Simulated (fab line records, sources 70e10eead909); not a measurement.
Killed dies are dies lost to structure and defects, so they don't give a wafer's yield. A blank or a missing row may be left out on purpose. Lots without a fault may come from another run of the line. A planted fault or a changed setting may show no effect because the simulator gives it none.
A struck lot beside a sound one | flow nand_harc | 14 steps out of a route of 1302
Sound: wafers L398.2, L398.4, L398.5. Struck: wafers L391.2, L391.3, L391.4. The cause comes at the end.
At each step with rows: each side's tool, then ch and its chambers, then its first start. Under that, the readings that differ: sound wafers | struck wafers | difference of the means | sigmas: that difference in standard deviations of wafers without a fault.
alike: readings whose means differ by less than 2 such deviations, and words and numbers that are the same on both sides. not compared: withheld readings, readings that some wafer has no value for, bounds like >300 that may hide the same value, and numbers for which the record gives no deviation and whose values overlap.
The two part at a step that has a row with sigmas, a row that says differs or no value, or rows on one side only. Numbers that don't overlap but have no deviation are shown without sigmas and don't part them. A reading that every wafer of one side lacks parts them only if that side has two wafers or more.

first, 8 steps without rows for these wafers: NHARC_P_GATE_DEHYDRATE_38 (time 120 s); NHARC_P_GATE_HMDS_39 (time 30 s); NHARC_P_GATE_COAT_40; NHARC_P_GATE_SOFTBAKE_41 (time 95 s); NHARC_P_GATE_EBR_42; NHARC_P_GATE_EXPOSE_43 (exposes mask P NSD, target cd 720 nm); NHARC_P_GATE_PEB_44 (peb time 85 s); NHARC_P_GATE_DEVELOP_45 (time 70 s).
NHARC_P_GATE_CD_MEAS_46: target cd 720 nm.
  sound on cd_sem-03 ch 0, day 14 14:07; struck on cd_sem-02 ch 0, day 11 14:37
  alike: cd_nm
then, 1 step without rows for these wafers: NHARC_P_GATE_HARDBAKE_47 (time 80 s).
NHARC_P_GATE_DESCUM_48: chemistry O2, time 3 s.
  sound on rie_diel-07 ch 0,1, day 14 14:18; struck on rie_diel-02 ch 1,2,3, day 11 14:47
  alike: drypump_motor_current_A, oes_product_au, rf_vpp_V, showerhead_plenum_p_Torr, throttle_valve_pct
  not compared: rf_hours_counter_h
then, 1 step without rows for these wafers: NHARC_P_GATE_IMPLANT_49.
NHARC_P_GATE_STRIP_111: strips in N2/H2, time 250 s.
  sound on plasma_asher-02 ch 0,1, day 14 14:40; struck on plasma_asher-01 ch 0,1, day 11 15:11
  no value came back on the struck wafers for drypump_motor_current_A (A), heater_power_w (W); on the sound wafers drypump_motor_current_A (A) reads 5.1 6.3 5.1
  not compared: rf_hours_counter_h
NHARC_P_GATE_STRIP_75: strips in O2.
  sound on plasma_asher-02 ch 0,1, day 14 14:58; struck on plasma_asher-01 ch 0,1, day 11 15:28
  alike: drypump_motor_current_A, heater_power_w
  not compared: rf_hours_counter_h

WHERE THEY PART
Only at NHARC_P_GATE_STRIP_111, within this record. Later steps at which nothing parts them and some readings are alike: NHARC_P_GATE_STRIP_75.

WHY: what the simulator had put in
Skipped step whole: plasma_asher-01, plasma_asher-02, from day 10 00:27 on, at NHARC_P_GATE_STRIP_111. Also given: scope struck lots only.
